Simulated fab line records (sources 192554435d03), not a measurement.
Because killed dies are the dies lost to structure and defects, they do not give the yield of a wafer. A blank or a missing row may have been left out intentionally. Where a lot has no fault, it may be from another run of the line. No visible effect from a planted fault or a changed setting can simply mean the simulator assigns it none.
Chamber matching ; flow n5-finfet ; 4 sister chambers for N5_FIN_SAQP_ETCH_34 on rie-diel-04
The step etches SiO2 in C4F6/O2, target depth 45 nm, time 15 s. 4 wafers are shown with their chamber, then 8 later ones without.

## EACH WAFER AND ITS CHAMBER
wafer;chamber;rf-vpp-V (V)
L086.3;3;665
L089.4;2;661
L091.5;0;649
L093.1;1;665

## WAFERS WITH NO CHAMBER GIVEN
wafer;rf-vpp-V (V)
L093.2;664
L093.4;651
L095.3;650
L095.4;664
L095.5;663
L097.2;666
L097.4;661
L097.6;652

## EACH ONE'S CHAMBER
wafer;from the rows above;in truth
L093.2;can't be placed: 1 or 3 or 2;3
L093.4;0;0
L095.3;0;0
L095.4;can't be placed: 1 or 3 or 2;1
L095.5;can't be placed: 1 or 2 or 3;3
L097.2;can't be placed: 1 or 3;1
L097.4;2;2
L097.6;0;0
Correctly placed: 4 of 8. Not placeable from these rows: 4 (in 4, the candidates include the true chamber). 0 placed wrongly.
How it was worked out, from the rows above alone: a wafer's distance from a chamber is the root of the sum, over the readings, of the square of ((its reading less the chamber's mean) divided by the reading's scatter). The wafer belongs to the nearest chamber; if the next one is less than 2 further off, it can't be placed. For every chamber, the mean is computed from those of its wafers that are shown. The scatter (one wafer shown for each chamber): square how far every hidden wafer sits from the nearest shown wafer, average those squares and take the square root.
